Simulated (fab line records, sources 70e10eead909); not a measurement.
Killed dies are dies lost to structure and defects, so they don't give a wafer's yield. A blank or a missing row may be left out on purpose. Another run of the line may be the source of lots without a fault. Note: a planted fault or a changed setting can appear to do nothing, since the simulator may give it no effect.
Chamber matching | flow nand-harc | NHARC_A_CHANNEL_FILL_D2_STRIP_28 on rie-diel-08: 4 sister chambers
The step strips in O2, time 20 s. 4 wafers are shown with their chamber, then 8 later ones without.

== WAFERS PAIRED WITH THEIR CHAMBERS ==
wafer  | chamber | drypump-motor-current-A (A)
L083.1 | 3       | 6.2
L083.2 | 1       | 5.7
L083.3 | 0       | 5.7
L083.4 | 2       | 5.1

== WAFERS WHOSE CHAMBER IS MISSING ==
wafer  | drypump-motor-current-A (A)
L083.5 | 5.7
L083.6 | 5.1
L086.3 | 5.2
L086.5 | 6.2
L086.6 | 5.7
L091.1 | 6.2
L091.3 | 5.7
L091.5 | 6.1

== EACH ONE'S CHAMBER ==
wafer  | from the rows above     | in truth
L083.5 | can't be placed: 0 or 1 | 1
L083.6 | 2                       | 2
L086.3 | 2                       | 2
L086.5 | 3                       | 3
L086.6 | can't be placed: 0 or 1 | 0
L091.1 | 3                       | 3
L091.3 | can't be placed: 0 or 1 | 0
L091.5 | 3                       | 3
Correctly placed: 5 of 8. Not placeable from these rows: 3 (in 3, the candidates include the true chamber). Wrongly placed: 0.
How it was worked out, from the rows above alone: a wafer's distance from a chamber is the root of the sum, over the readings, of the square of ((its reading less the chamber's mean) divided by the reading's scatter). If the next closest chamber is less than 2 further off than the closest, the wafer can't be placed; otherwise it belongs to the closest. For every chamber, the mean is computed from those of its wafers that are shown. The scatter: root of mean squared gap, hidden wafer to nearest shown wafer, with one shown wafer a chamber.
